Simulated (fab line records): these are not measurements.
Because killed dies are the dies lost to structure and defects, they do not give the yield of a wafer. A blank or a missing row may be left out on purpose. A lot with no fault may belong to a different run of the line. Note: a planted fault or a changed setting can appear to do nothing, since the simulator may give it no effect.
Chamber matching ; flow n5 finfet ; 4 sister chambers for N5_BEOL_M7_ETCH_61 on rie diel-04
The step etches SiARC in CF4, target depth 45.5 nm, time 75.8 s. 8 wafers are shown with their chamber, then 9 later ones without.

EACH WAFER AND ITS CHAMBER
wafer;chamber;drypump motor current A (A);showerhead plenum p Torr (Torr)
L079.1;2;5.4;2.14
L082.2;0;6.3;2.04
L082.5;2;5.4;2.13
L086.1;0;6.3;2.04
L086.4;3;6.0;2.21
L088.2;1;6.0;2.21
L088.3;3;5.9;2.21
L088.5;1;6.0;2.21

WAFERS WHOSE CHAMBER IS MISSING
wafer;drypump motor current A (A);showerhead plenum p Torr (Torr)
L089.1;6.0;2.21
L089.2;5.4;2.13
L089.3;6.0;2.21
L091.1;6.0;2.21
L091.3;5.9;2.21
L091.6;6.0;2.21
L096.4;6.3;2.29
L096.5;6.3;2.29
L096.6;6.0;2.21

WHICH CHAMBER EACH WENT THROUGH
wafer;from the rows above;in truth
L089.1;can't be placed: 1 or 3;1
L089.2;2;2
L089.3;can't be placed: 1 or 3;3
L091.1;can't be placed: 1 or 3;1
L091.3;can't be placed: 3 or 1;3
L091.6;can't be placed: 1 or 3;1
L096.4;can't be placed: 1 or 3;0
L096.5;can't be placed: 1 or 3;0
L096.6;can't be placed: 1 or 3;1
1 of 9 placed correctly. Not placeable from these rows: 8 (in 6, the candidates include the true chamber). Number placed wrongly: 0.
How it was worked out, from the rows above alone: a wafer's distance from a chamber is the root of the sum, over the readings, of the square of ((its reading less the chamber's mean) divided by the reading's scatter). If the next closest chamber is less than 2 further off than the closest, the wafer can't be placed; otherwise it belongs to the closest. A chamber's mean is the mean of its shown wafers. The scatter: the root of (the sum of the squares of (reading less its chamber's mean) over the shown wafers, divided by (wafers less chambers)).
